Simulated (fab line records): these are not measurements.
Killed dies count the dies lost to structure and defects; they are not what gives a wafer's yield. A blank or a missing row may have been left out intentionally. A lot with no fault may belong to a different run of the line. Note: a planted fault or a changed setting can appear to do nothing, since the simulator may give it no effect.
A lot that was struck, set against a sound lot -- flow nandHarc -- 41 steps out of a route of 1302
Sound: the wafers L955.3, L955.4, L955.6. Wafers struck: L949.1, L949.3, L949.4. The cause is named last.
Order at every step that has rows: each side's tool, ch and its chambers, its first start. Under that, the readings that differ: sound wafers -- struck wafers -- difference of the means -- sigmas: that difference in standard deviations of wafers without a fault.
alike: same words and numbers on both sides, and readings whose means sit less than 2 such deviations apart. not compared: any withheld reading, any reading some wafer has no value for, any bound like >300 that may hide the same value, and any number with overlapping values for which the record gives no deviation.
The two part at a step that has a row with sigmas, a row that says differs or no value, or rows on one side only. Non-overlapping numbers with no deviation appear without sigmas and do not part them. Lack of a reading on every wafer of one side parts them only where that side has two or more wafers.

first, 4 steps without rows for these wafers: NHARC_A_SGD_CUT_SRD_19; NHARC_A_SGD_CUT_DEP_20 (deposits SiO2, target thk 150 nm); NHARC_A_SGD_CUT_ANNEAL_27 (time 1800 s); NHARC_A_SGD_CUT_CMP_21 (polishes, target thk 148.19 nm).
NHARC_A_SGD_CUT_THK_MEAS_22: measures by ellipsometry.
  sound on filmMetro-02 at day 27 05:58; struck on filmMetro-01 at day 25 09:46
  alike: thkNm
then, 4 steps without rows for these wafers: NHARC_A_SGD_CUT_SRD_23; NHARC_A_SGD_CUT_ETCH_26 (etches SiO2 in dHF, target depth 45.8 nm); NHARC_A_SGD_CUT_ETCHBACK_24 (etches the open film in CH3F/O2, target depth 50 nm, time 92.857 s); NHARC_A_SGD_CUT_STRIP_28 (strips in O2, time 20 s).
NHARC_A_SGD_CUT_INSPECT_25:
  sound on defectInspect-02 at day 27 06:26; struck on defectInspect-02 at day 25 10:13
  alike: rawDefectCount
NHARC_A_SLIT_DEP_25: deposits SiO2, target thk 200 nm.
  sound on pecvd-04 ch 0,1,2, day 27 06:34; struck on pecvd-03 ch 0,1, day 25 10:19
  alike: flowSccm, heaterPowerW, throttleValvePct
then, 1 step without rows for these wafers: NHARC_A_SLIT_DEP_00 (deposits aC, target thk 6200 nm).
NHARC_A_SLIT_DEP_23: deposits SiON, target thk 100 nm.
  sound on pecvd-03 ch 0,1, day 27 10:55; struck on pecvd-04 ch 0,1,2, day 25 14:29
  alike: heaterPowerW
then, 8 steps without rows for these wafers: NHARC_A_SLIT_DEHYDRATE_01 (time 120 s); NHARC_A_SLIT_HMDS_02 (time 30 s); NHARC_A_SLIT_COAT_03 (resist thk 90 nm); NHARC_A_SLIT_SOFTBAKE_04 (time 55 s); NHARC_A_SLIT_EBR_05; NHARC_A_SLIT_EXPOSE_06 (exposes mask SLIT); NHARC_A_SLIT_PEB_07 (peb time 65 s); NHARC_A_SLIT_DEVELOP_08 (develop time 35 s).
NHARC_A_SLIT_CD_MEAS_09 targets a cd of 300 nm.
  sound on cdSem-03 ch 0, day 27 11:33; struck on cdSem-01 ch 0, day 25 15:09
  alike: cdNm
NHARC_A_SLIT_OVL_MEAS_10:
  sound on overlay-01 at day 27 11:39; struck on overlay-01 at day 25 15:14
  alike: overlayXNm, overlayYNm
NHARC_A_SLIT_INSPECT_11:
  sound on defectInspect-01 at day 27 11:41; struck on defectInspect-01 at day 25 15:17
reading,sound,struck,difference,sigmas
rawDefectCount,101 100 84,466 435 467,+361,+11
NHARC_A_SLIT_DESCUM_14: chemistry O2, time 3 s.
  sound on rieDiel-07 ch 0,1, day 27 11:44; struck on rieDiel-01 ch 1,2, day 25 15:20
  alike: drypumpMotorCurrentA, oesProductAu, rfVppV, showerheadPlenumPTorr, throttleValvePct
  not compared: rfHoursCounterH
NHARC_A_SLIT_ETCH_24: etches the open film in CF4/CHF3, target depth 121 nm, time 60.5 s.
  sound on rieDiel-07 ch 1,2,3, day 27 11:50; struck on rieDiel-01 ch 1,3, day 25 15:26
  alike: cf4FlowSccm, drypumpMotorCurrentA, oesProductAu, rfVppV, showerheadPlenumPTorr, throttleValvePct
  not compared: rfHoursCounterH
NHARC_A_SLIT_ETCH_15: etches the open film in O2/COS, target depth 6200 nm, time 1612 s.
  sound on rieDiel-07 ch 0,3; struck on rieDiel-01 ch 1,3
  alike: drypumpMotorCurrentA, oesProductAu, rfVppV, showerheadPlenumPTorr, throttleValvePct
  not compared: rfHoursCounterH
then, 3 steps without rows for these wafers: NHARC_A_SLIT_ETCH_17 (etches the open film in C4F8/O2/Ar, time 4254.5 s, target depth 20300 nm); NHARC_A_SLIT_ETCH_26 (etches the open film in C4F8/O2/Ar, time 90 s, target depth 400 nm); NHARC_A_SLIT_STRIP_28 (strips in O2/COS).
NHARC_A_SLIT_ETCH_29: etches the open film in CF4/O2, target depth 100 nm, overetch 10 nm, time 55 s.
  sound on rieDiel-07 ch 0,2,3, day 27 18:03; struck on rieDiel-07 ch 0,2,3, day 25 21:25
  alike: cf4FlowSccm, drypumpMotorCurrentA, oes_f_703_au, oesProductAu, rfVppV, showerheadPlenumPTorr, throttleValvePct
  not compared: rfHoursCounterH
then, 3 steps without rows for these wafers: NHARC_A_SLIT_STRIP_18 (strips in O2); NHARC_A_SLIT_PRECLEAN_19 (cleans in SC1); NHARC_A_SLIT_SRD_20.
NHARC_A_SLIT_CD_MEAS_21:
  sound on cdSem-03 at day 27 18:35; struck on cdSem-02 at day 25 21:57
  alike: cdNm
then, 3 steps without rows for these wafers: NHARC_A_SIN_REMOVE_WET_00 (chemistry H3PO4, time 15300 s); NHARC_A_SIN_REMOVE_PRECLEAN_01 (cleans in SC1); NHARC_A_SIN_REMOVE_SRD_02.
NHARC_A_SIN_REMOVE_INSPECT_04:
  sound on defectInspect-01 at day 28 00:25; struck on defectInspect-01 at day 26 04:32
reading,sound,struck,difference,sigmas
rawDefectCount,353 388 376,804 828 790,+435,+6
then, 1 step without rows for these wafers: NHARC_A_WL_FILL_ALD_00 (deposits Al2O3, target thk 3 nm, pulse time 3 s, ald cycles 30).
-- jump in the record: it breaks off in module A_WL_FILL and resumes in module END (first step shown: number 1302 of the route), and 4 days separate the struck wafers' starts before and after --
NHARC_END_SORT_01:
  the record has rows for the struck wafers here (prober-02 ch 0, day 30 05:17) and none for the sound ones

## WHERE THEY PART
Last at NHARC_END_SORT_01 as far as this record goes, first at NHARC_A_SLIT_INSPECT_11.

WHY: what had been put in by the simulator
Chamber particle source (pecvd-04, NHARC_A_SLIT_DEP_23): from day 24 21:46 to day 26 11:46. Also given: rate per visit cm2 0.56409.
